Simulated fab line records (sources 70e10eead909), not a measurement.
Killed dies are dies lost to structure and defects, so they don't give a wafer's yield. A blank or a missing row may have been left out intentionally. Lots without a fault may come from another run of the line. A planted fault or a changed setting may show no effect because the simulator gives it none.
fab line records ; flow nand-harc ; part 1 of 2: steps 1 to 14 of 15
record lots=7; wafers=21; last-day=33
route steps=1302 shown P_GATE@143 END@1302
lots that met no fault: from a run of the same line without faults
start-h: start of the lot's first displayed wafer, in hours after the record's first day ; wait-h: time in hours since the lot's previous step ; " identical to the entry in the row above ; L1.1+2: several wafers, shown together as one row ; - no value, or no start given ; * or withheld: withheld ; < > ~ a bound
route shown NAME@n: a module of which the file shows steps, and the number in the route of the first ; usual: mean and standard deviation over wafers with no fault ; same: alike in all rows ; chamber/n: place in a boat ; sites: per-site readings ; _std_site: the values' standard deviation ; _edge_site: outer sites' mean less inner sites' ; radius-mm: how far each site lies from the wafer's centre ; mask NAME#n: copy n ; behind: the last tool/chamber to shape the wafer ; hold: the reason the lot was held/the length of the hold in hours/how it ended ; device: the n, p or np transistor that did not switch ; end of line: the same wafers' tests at the end of the route ; a step with no rows: only its recipe ; killed: not the wafer's yield, but the dies lost to structure and defects at the first sort ; map: a wafer's dies, x killed, . not, _ none there
set.NAME: the setting the step ran with; set.NAME@STEP: the setting that earlier step ran with ; model.NAME: the simulator's own value behind a step, which no gauge read
lots seen at some steps along the route; tables by step, rows by wafer
services: from which hour (start-h, from the record's first day; less than 0 if before it) a tool's chamber was out of use, for how many hours, and why
## steps
# step NHARC_P_GATE_INSPECT_28
# usual raw-defect-count=6.1/2.8
lot.wafer;tool;chamber;start-h;wait-h;raw-defect-count
L866.1;defect-inspect-01;-;160.74;0.0;3
L866.2;defect-inspect-01;-;160.74;0.0;8
L866.4;defect-inspect-01;-;160.74;0.0;8
L869.3;defect-inspect-02;-;185.96;0.0;5
L869.4;defect-inspect-02;-;185.96;0.0;6
L869.6;defect-inspect-02;-;185.96;0.0;4
L870.1;defect-inspect-01;-;199.50;0.0;4
L870.2;defect-inspect-01;-;199.50;0.0;4
L870.4;defect-inspect-01;-;199.50;0.0;6
L871.1;defect-inspect-01;-;202.85;0.0;10
L871.2;defect-inspect-01;-;202.85;0.0;13
L871.4;defect-inspect-01;-;202.85;0.0;7
L872.1;defect-inspect-02;-;220.65;0.0;6
L872.4;defect-inspect-02;-;220.65;0.0;4
L872.5;defect-inspect-02;-;220.65;0.0;4
L881.2;defect-inspect-01;-;307.75;0.0;9
L881.3;defect-inspect-01;-;307.75;0.0;7
L881.6;defect-inspect-01;-;307.75;0.0;4
L882.2;defect-inspect-02;-;311.85;0.0;5
L882.5;defect-inspect-02;-;311.85;0.0;4
L882.6;defect-inspect-02;-;311.85;0.0;7
# step NHARC_P_GATE_DESCUM_31
# recipe time-s=3; o2-flow-sccm=200; ar-flow-sccm=0; bias-power-w=0; chemistry=O2
# usual drypump-motor-current-A=5.5/0.33; oes-product-au=0.999/0.0095; rf-vpp-V=57.8/0.86; showerhead-plenum-p-Torr=1.88/0.07; throttle-valve-pct=11.312/0.0087
lot.wafer;tool;chamber;start-h;wait-h;drypump-motor-current-A;oes-product-au;rf-hours-counter-h;rf-vpp-V;showerhead-plenum-p-Torr;throttle-valve-pct
L866.2;rie-diel-12;0;160.81;0.1;5.2;0.993;5.1;58.6;1.82;11.335
L866.4;rie-diel-12;1;160.81;0.1;5.8;0.987;4.2;57.7;1.83;11.311
L866.1;rie-diel-12;2;160.81;0.1;5.6;0.989;3.8;57.2;1.92;11.311
L869.4;rie-diel-12;3;186.02;0.1;5.4;1.003;5.3;58.3;1.83;11.312
L869.3;rie-diel-12;0;186.02;0.1;5.2;0.993;6.0;57.6;1.82;11.304
L869.6;rie-diel-12;3;186.02;0.1;5.4;1.006;-;58.5;1.83;11.310
L870.4;rie-diel-09;1;199.56;0.1;5.1;0.991;2.5;57.3;2.05;11.320
L870.1;rie-diel-09;2;199.56;0.1;6.4;1.017;2.0;58.3;2.01;11.314
L870.2;rie-diel-09;3;199.56;0.1;5.7;0.993;1.4;56.9;1.93;11.303
L871.1;rie-diel-09;3;202.92;0.1;5.7;1.005;1.4;57.7;1.93;11.316
L871.4;rie-diel-09;0;202.92;0.1;5.1;1.006;1.9;57.4;1.84;11.313
L871.2;rie-diel-09;1;202.92;0.1;5.1;0.980;2.5;58.8;2.05;11.323
L872.4;rie-diel-09;0;220.72;0.1;5.1;1.006;3.9;57.3;1.84;11.304
L872.1;rie-diel-09;1;220.72;0.1;5.1;0.998;5.0;59.3;2.05;11.306
L872.5;rie-diel-09;3;220.72;0.1;5.7;1.006;-;58.1;1.93;11.308
L881.2;rie-diel-02;1;307.81;0.1;5.7;1.003;4.1;58.2;1.88;11.310
L881.3;rie-diel-02;3;307.81;0.1;5.7;0.996;2.8;58.1;1.89;11.298
L881.6;rie-diel-02;1;307.81;0.1;5.7;1.001;-;57.5;1.88;11.317
L882.2;rie-diel-12;0;311.93;0.1;5.2;0.998;1.6;57.7;1.82;11.318
L882.5;rie-diel-12;2;311.93;0.1;5.6;0.980;-;58.4;1.92;11.313
L882.6;rie-diel-12;3;311.93;0.1;5.4;1.018;-;58.2;1.83;11.312
# step NHARC_P_GATE_ETCH_104
# recipe target-depth-a=600; time-s=withheld; cf4-flow-sccm=100; chf3-flow-sccm=30; ar-flow-sccm=0; rf-w=500; bias-w=200; chemistry=CF4/CHF3
# usual drypump-motor-current-A=5.5/0.32; oes-product-au=0.952/0.02; rf-vpp-V=369.8/2.1; showerhead-plenum-p-Torr=1.55/0.056; throttle-valve-pct=16.802/0.0082
lot.wafer;tool;chamber;start-h;wait-h;drypump-motor-current-A;oes-product-au;rf-vpp-V;showerhead-plenum-p-Torr;throttle-valve-pct
L866.4;rie-diel-12;3;160.88;0.1;5.4;0.964;368.1;1.51;16.796
L866.2;rie-diel-12;1;160.88;0.1;5.7;0.968;369.3;1.51;16.821
L866.1;rie-diel-12;2;160.88;0.1;5.7;0.970;372.0;1.58;16.809
L869.3;rie-diel-12;3;186.11;0.1;5.4;0.953;370.0;1.51;16.808
L869.4;rie-diel-12;0;186.11;0.1;5.2;0.967;369.0;1.50;16.807
L869.6;rie-diel-12;0;186.11;0.1;5.2;0.957;368.8;1.50;16.807
L870.2;rie-diel-09;0;199.65;0.1;5.1;0.973;368.6;1.52;16.805
L870.4;rie-diel-09;1;199.65;0.1;5.1;0.947;373.6;1.68;16.796
L870.1;rie-diel-09;2;199.65;0.1;6.4;0.969;373.4;1.65;16.807
L871.1;rie-diel-09;2;203.00;0.1;6.4;0.940;371.7;1.65;16.807
L871.2;rie-diel-09;3;203.00;0.1;5.7;0.919;369.7;1.59;16.791
L871.4;rie-diel-09;1;203.00;0.1;5.1;0.911;373.3;1.68;16.802
L872.4;rie-diel-09;3;220.80;0.1;5.7;0.925;373.0;1.59;16.791
L872.1;rie-diel-09;2;220.80;0.1;6.4;0.930;372.8;1.65;16.795
L872.5;rie-diel-09;3;220.80;0.1;5.7;0.935;370.7;1.59;16.800
L881.3;rie-diel-02;0;307.89;0.1;5.5;0.993;367.8;1.48;16.801
L881.2;rie-diel-02;2;307.89;0.1;5.5;0.950;368.8;1.54;16.809
L881.6;rie-diel-02;0;307.89;0.1;5.5;0.978;366.7;1.48;16.817
L882.2;rie-diel-12;2;312.01;0.1;5.7;0.927;370.9;1.58;16.792
L882.6;rie-diel-12;3;312.01;0.1;5.4;0.973;368.9;1.51;16.809
L882.5;rie-diel-12;0;312.01;0.1;5.2;0.963;367.7;1.50;16.796
# step NHARC_P_GATE_HM_OPEN_105
# recipe target-depth-a=3600; o2-flow-sccm=400; cos-flow-sccm=20; ar-flow-sccm=0; rf-w=500; bias-w=300; chemistry=O2/COS
# usual drypump-motor-current-A=5.6/0.33; oes-product-au=1.000/0.0096; rf-vpp-V=466.3/2.3; showerhead-plenum-p-Torr=3.07/0.1; throttle-valve-pct=28.330/0.009
lot.wafer;tool;chamber;start-h;wait-h;drypump-motor-current-A;oes-product-au;rf-hours-counter-h;rf-vpp-V;showerhead-plenum-p-Torr;throttle-valve-pct
L866.4;rie-diel-12;2;-;-;5.7;0.993;3.8;468.5;3.14;28.336
L866.1;rie-diel-12;3;-;-;5.4;1.001;4.7;465.3;3.00;28.338
L866.2;rie-diel-12;0;-;-;5.2;1.003;5.1;465.0;2.98;28.328
L869.3;rie-diel-12;1;-;-;5.8;0.993;5.3;465.1;2.99;28.323
L869.4;rie-diel-12;3;-;-;5.4;1.006;5.4;466.2;3.00;28.328
L869.6;rie-diel-12;1;-;-;5.8;0.995;-;464.9;2.99;28.332
L870.4;rie-diel-09;2;-;-;6.4;1.016;2.0;468.8;3.27;28.314
L870.1;rie-diel-09;0;-;-;5.1;0.996;1.9;466.1;3.01;28.326
L870.2;rie-diel-09;1;-;-;5.1;0.976;2.5;470.8;3.34;28.342
L871.1;rie-diel-09;2;-;-;6.4;1.026;2.1;470.3;3.27;28.323
L871.2;rie-diel-09;3;-;-;5.7;0.997;1.4;468.4;3.15;28.323
L871.4;rie-diel-09;1;-;-;5.0;0.982;2.6;470.9;3.34;28.335
L872.4;rie-diel-09;2;-;-;6.4;1.018;4.1;470.5;3.27;28.335
L872.1;rie-diel-09;0;-;-;5.1;0.997;4.0;465.1;3.01;28.324
L872.5;rie-diel-09;2;-;-;6.4;1.020;-;471.7;3.27;28.332
L881.3;rie-diel-02;2;-;-;5.5;1.002;3.1;465.6;3.05;28.318
L881.2;rie-diel-02;0;-;-;5.4;1.011;3.8;462.5;2.93;28.327
L881.6;rie-diel-02;2;-;-;5.5;0.995;-;466.5;3.05;28.329
L882.2;rie-diel-12;3;-;-;5.4;1.006;1.6;465.3;2.99;28.329
L882.5;rie-diel-12;1;-;-;5.8;0.991;-;464.4;2.99;28.333
L882.6;rie-diel-12;2;-;-;5.6;0.979;-;469.0;3.13;28.347
# step NHARC_P_GATE_STRIP_106
# recipe o2-flow-sccm=400; cos-flow-sccm=20; ar-flow-sccm=0; bias-w=0; chemistry=O2/COS
# step NHARC_P_GATE_ETCH_114
# recipe target-depth-a=300; overetch-a=30; time-s=16.5; ion-energy-ev=100; cf4-flow-sccm=80; o2-flow-sccm=20; ar-flow-sccm=0; rf-w=300; bias-w=100; chemistry=CF4/O2
# usual drypump-motor-current-A=5.5/0.31; oes_o_777_au=1.000/0.0046; oes-product-au=0.999/0.0097; rf-vpp-V=197.3/1.2; showerhead-plenum-p-Torr=1.31/0.046; throttle-valve-pct=13.396/0.0084
lot.wafer;tool;chamber;start-h;wait-h;drypump-motor-current-A;oes_o_777_au;oes-product-au;rf-hours-counter-h;rf-vpp-V;showerhead-plenum-p-Torr;throttle-valve-pct
L866.2;rie-diel-12;1;-;-;5.8;1.007;0.984;4.3;195.9;1.28;13.403
L866.1;rie-diel-12;3;-;-;5.4;0.999;1.009;4.7;195.1;1.28;13.393
L866.4;rie-diel-12;0;-;-;5.2;0.998;1.005;5.1;196.8;1.27;13.391
L869.4;rie-diel-12;2;-;-;5.7;0.999;0.995;4.7;197.6;1.34;13.402
L869.3;rie-diel-12;0;-;-;5.2;0.995;0.998;6.0;197.3;1.27;13.386
L869.6;rie-diel-12;2;-;-;5.7;0.997;0.995;-;198.0;1.34;13.404
L870.1;rie-diel-09;1;-;-;5.1;1.006;0.976;2.5;201.0;1.43;13.383
L870.2;rie-diel-09;2;-;-;6.4;1.002;1.018;2.1;196.9;1.40;13.392
L870.4;rie-diel-09;3;-;-;5.7;1.002;0.998;1.4;198.1;1.35;13.392
L871.2;rie-diel-09;3;-;-;5.7;0.998;0.992;1.5;199.0;1.35;13.411
L871.1;rie-diel-09;0;-;-;5.1;0.998;1.008;2.0;196.4;1.29;13.400
L871.4;rie-diel-09;1;-;-;5.1;0.996;0.998;2.6;198.7;1.43;13.399
L872.4;rie-diel-09;0;-;-;5.1;0.994;1.000;4.0;196.4;1.29;13.385
L872.1;rie-diel-09;3;-;-;5.7;0.991;1.007;3.0;197.6;1.35;13.401
L872.5;rie-diel-09;1;-;-;5.0;1.001;1.000;-;198.4;1.43;13.398
L881.2;rie-diel-02;3;-;-;5.7;0.995;1.003;2.8;196.9;1.32;13.388
L881.3;rie-diel-02;0;-;-;5.4;0.992;1.007;3.8;196.6;1.25;13.384
L881.6;rie-diel-02;1;-;-;5.7;0.993;0.996;-;196.5;1.31;13.391
L882.2;rie-diel-12;1;-;-;5.8;1.008;0.986;1.2;195.7;1.28;13.387
L882.6;rie-diel-12;2;-;-;5.6;1.000;0.976;-;197.5;1.34;13.403
L882.5;rie-diel-12;3;-;-;5.4;0.995;1.016;-;196.4;1.28;13.397
# step NHARC_P_GATE_ETCH_32
# recipe target-depth-a=1500; over-etch-frac=1; over-etch-ion-energy-ev=40; time-s=100.1; hbr-flow-sccm=150; cl2-flow-sccm=50; rf-w=400; icp-w=400; bias-w=100; chemistry=HBr/Cl2
# step NHARC_P_GATE_STRIP_108
# recipe o2-flow-sccm=500; ar-flow-sccm=0; bias-w=0; chemistry=O2
# usual drypump-motor-current-A=5.6/0.31; oes-product-au=1.000/0.009; rf-vpp-V=57.6/0.85; showerhead-plenum-p-Torr=3.48/0.12; throttle-valve-pct=17.035/0.0087
lot.wafer;tool;chamber;start-h;wait-h;drypump-motor-current-A;oes-product-au;rf-hours-counter-h;rf-vpp-V;showerhead-plenum-p-Torr;throttle-valve-pct
L866.1;rie-diel-02;3;161.42;-;5.8;0.994;7;60.0;3.50;17.038
L866.4;rie-diel-02;1;161.42;-;5.7;0.984;6;58.4;3.48;17.026
L866.2;rie-diel-02;2;161.42;-;5.4;0.994;6;57.7;3.45;17.017
L869.4;rie-diel-02;1;186.66;-;5.7;0.987;8;57.9;3.48;17.039
L869.3;rie-diel-02;2;186.66;-;5.4;1.007;8;58.3;3.45;17.027
L869.6;rie-diel-02;1;186.66;-;5.7;0.997;-;56.3;3.48;17.040
L870.2;rie-diel-02;1;200.19;-;5.7;0.998;9;57.9;3.48;17.031
L870.1;rie-diel-02;2;200.19;-;5.5;1.002;8;58.3;3.45;17.044
L870.4;rie-diel-02;3;200.19;-;5.8;1.001;9;57.4;3.50;17.036
L871.4;rie-diel-12;2;203.53;-;5.6;0.993;6;58.3;3.54;17.035
L871.2;rie-diel-12;3;203.53;-;5.4;1.000;6;56.0;3.39;17.036
L871.1;rie-diel-12;0;203.53;-;5.2;0.985;7;57.6;3.36;17.040
L872.4;rie-diel-09;3;221.35;-;5.7;1.002;3;58.0;3.56;17.043
L872.1;rie-diel-09;0;221.35;-;5.1;0.987;4;56.9;3.41;17.032
L872.5;rie-diel-09;2;221.35;-;6.4;1.010;-;58.4;3.69;17.049
L881.2;rie-diel-12;1;308.43;-;5.8;0.977;1;57.7;3.38;17.035
L881.3;rie-diel-12;3;308.43;-;5.4;1.013;2;58.0;3.39;17.038
L881.6;rie-diel-12;2;308.43;-;5.7;0.993;-;57.4;3.54;17.028
L882.2;rie-diel-02;2;312.53;-;5.4;0.989;4;57.9;3.45;17.037
L882.5;rie-diel-02;2;312.53;-;5.5;0.988;-;57.6;3.45;17.036
L882.6;rie-diel-02;3;312.53;-;5.7;0.994;-;57.5;3.49;17.034
# step NHARC_P_GATE_CD_MEAS_33
# usual cd-nm=121.6/2.6
lot.wafer;tool;chamber;start-h;wait-h;cd-nm
L866.1;cd-sem-02;-;161.60;-;119.1
L866.2;cd-sem-02;-;161.60;-;118.9
L866.4;cd-sem-02;-;161.60;-;122.6
L869.3;cd-sem-01;-;186.82;-;120.5
L869.4;cd-sem-01;-;186.82;-;124.9
L869.6;cd-sem-01;-;186.82;-;117.1
L870.1;cd-sem-01;-;200.36;-;121.1
L870.2;cd-sem-01;-;200.36;-;120.6
L870.4;cd-sem-01;-;200.36;-;124.1
L871.1;cd-sem-02;-;203.71;-;122.4
L871.2;cd-sem-02;-;203.71;-;121.7
L871.4;cd-sem-02;-;203.71;-;123.3
L872.1;cd-sem-01;-;221.51;-;122.2
L872.4;cd-sem-01;-;221.51;-;119.8
L872.5;cd-sem-01;-;221.51;-;121.9
L881.2;cd-sem-02;-;308.61;-;124.1
L881.3;cd-sem-02;-;308.61;-;124.6
L881.6;cd-sem-02;-;308.61;-;125.6
L882.2;cd-sem-03;-;312.71;-;122.4
L882.5;cd-sem-03;-;312.71;-;118.4
L882.6;cd-sem-03;-;312.71;-;124.3
# step NHARC_P_GATE_STRIP_35
# recipe time-s=600; temp-c=130; chemistry=SPM
# step NHARC_P_GATE_PRECLEAN_73
# recipe time-s=*; temp-c=50; bath-age-min=0; chemistry=SC1
# step NHARC_P_GATE_SRD_74
# step NHARC_P_GATE_ALD_36
# recipe target-thk-a=200; pulse-time-s=60; ald-cycles=223; temp-c=400; material=SiNx
# usual ald-cycles=223/0; heater-power-outer-w=531/58; heater-power-w=849/68; precursor-pulse-height-rel=1.000/0.019
lot.wafer;tool;chamber;start-h;wait-h;ald-cycles;heater-power-outer-w;heater-power-w;precursor-pulse-height-rel
L866.4;ald-sin-03;3;162.05;-;223;443;729;1.017
L866.2;ald-sin-03;1;164.13;-;223;617;894;0.984
L866.1;ald-sin-03;2;165.18;-;223;620;963;1.002
L869.4;ald-sin-04;3;187.28;-;223;516;876;1.003
L869.3;ald-sin-04;0;188.34;-;223;553;877;1.013
L869.6;ald-sin-04;3;191.54;-;223;542;838;0.982
L870.4;ald-sin-03;0;200.82;-;-;-;-;-
L870.2;ald-sin-03;2;202.93;-;-;-;-;-
L870.1;ald-sin-03;3;203.99;-;-;-;-;-
L871.4;ald-sin-01;0;204.17;-;-;-;-;-
L871.2;ald-sin-01;1;205.22;-;-;-;-;-
L871.1;ald-sin-01;2;206.28;-;-;-;-;-
L872.4;ald-sin-04;1;221.97;-;-;-;-;-
L872.1;ald-sin-04;2;223.03;-;-;-;-;-
L872.5;ald-sin-04;1;226.20;-;-;-;-;-
L881.2;ald-sin-04;0;310.12;-;223;572;924;0.973
L881.3;ald-sin-04;2;312.24;-;223;425;711;1.003
L881.6;ald-sin-04;0;314.35;-;223;557;900;0.988
L882.2;ald-sin-03;0;313.17;-;223;475;792;1.001
L882.6;ald-sin-03;0;317.37;-;223;480;811;1.009
L882.5;ald-sin-03;1;318.42;-;223;619;922;1.007
# step NHARC_P_GATE_ETCHBACK_37
# recipe target-depth-a=345; time-s=17.2; chf3-flow-sccm=50; o2-flow-sccm=10; ar-flow-sccm=200; rf-w=500; bias-w=200; chemistry=CHF3/O2
## key
first-sign step=NHARC_P_GATE_ALD_36; reading=tool-record; direction=missing
effect step=NHARC_END_SORT_01; reading=killed-at-periphery; direction=up; sigmas=99+; usual=4.1; struck=632
more-kills-born-at NHARC_P_GATE_ALD_36@ald-sin-01=1911; NHARC_P_GATE_ALD_36@ald-sin-03=1869; NHARC_P_GATE_ALD_36@ald-sin-04=1845
met-at NHARC_P_GATE_ALD_36
struck-wafers L870.1,L870.2,L870.4,L871.1,L871.2,L871.4,L872.1,L872.4,L872.5
later-rows-left-out L870.1,L870.2,L870.4,L871.1,L871.2,L871.4,L872.1,L872.4,L872.5
tester-left-out L870,L871,L872
onset-between 187.28 200.82
fault kind=skipped-step-whole; tool=ald-sin-01,ald-sin-03,ald-sin-04; chamber=-; onset-h=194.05; steps=NHARC_P_GATE_ALD_36; scope=struck-lots-only
# tester-left-out: of these lots the tester's yield and bins aren't shown, on N5 and GAA mostly nor the transistor test; their killed dies are dies lost to structure and defects alone, not to doping, threshold or leakage, so they don't give the yield
# later-rows-left-out: the simulator's readings of these wafers behind a module that went badly wrong aren't trusted and aren't shown, but for the sort
